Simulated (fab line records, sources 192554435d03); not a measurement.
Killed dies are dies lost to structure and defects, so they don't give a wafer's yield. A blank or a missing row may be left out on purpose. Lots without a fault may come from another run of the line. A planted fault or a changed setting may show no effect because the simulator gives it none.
Chamber matching | flow n5_finfet | N5_BEOL_M1_ALD_84 on ald_metal-04: 4 sister chambers
The step deposits TaN, pulse time 2 s, purge time 3 s, co reactant purge time 2 s. 14 wafers are shown with their chamber, then 7 later ones without.

WAFERS WITH THEIR CHAMBER
wafer  | chamber | heater_power_w (W)
L868.1 | 1       | 452
L868.3 | 0       | 410
L868.6 | 1       | 442
L871.2 | 2       | 471
L871.3 | 3       | 371
L871.6 | 3       | 351
L877.2 | 3       | 365
L877.3 | 2       | 472
L877.5 | 2       | 499
L882.4 | 3       | 369
L882.5 | 2       | 493
L882.6 | 3       | 369
L881.1 | 3       | 360
L881.5 | 3       | 364

SIGNATURES (means of the wafers above)
reading        | chamber 0 | chamber 1 | chamber 2 | chamber 3 | scatter within a chamber
heater_power_w | 410.00    | 447.00    | 483.75    | 364.14    | 9.77
Rule: a wafer's distance from a chamber is the root of the sum, over the readings, of the square of ((its reading less the chamber's mean) divided by the reading's scatter). The wafer belongs to the nearest chamber; if the next one is less than 2 further off, it can't be placed. The scatter: the root of (the sum of the squares of (reading less its chamber's mean) over the shown wafers, divided by (wafers less chambers)).

WAFERS WITHOUT THEIR CHAMBER
wafer  | heater_power_w (W)
L881.6 | 425
L887.2 | 368
L887.4 | 435
L887.5 | 496
L888.1 | 500
L888.4 | 422
L888.5 | 478

WHICH CHAMBER EACH WENT THROUGH
wafer  | from the rows above     | in truth
L881.6 | can't be placed: 0 or 1 | 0
L887.2 | 3                       | 3
L887.4 | can't be placed: 1 or 0 | 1
L887.5 | 2                       | 2
L888.1 | 2                       | 2
L888.4 | can't be placed: 0 or 1 | 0
L888.5 | 2                       | 2
Placed correctly: 4 of 7. Can't be placed from these rows: 3 (the true chamber is among the candidates in 3). Placed wrongly: 0.
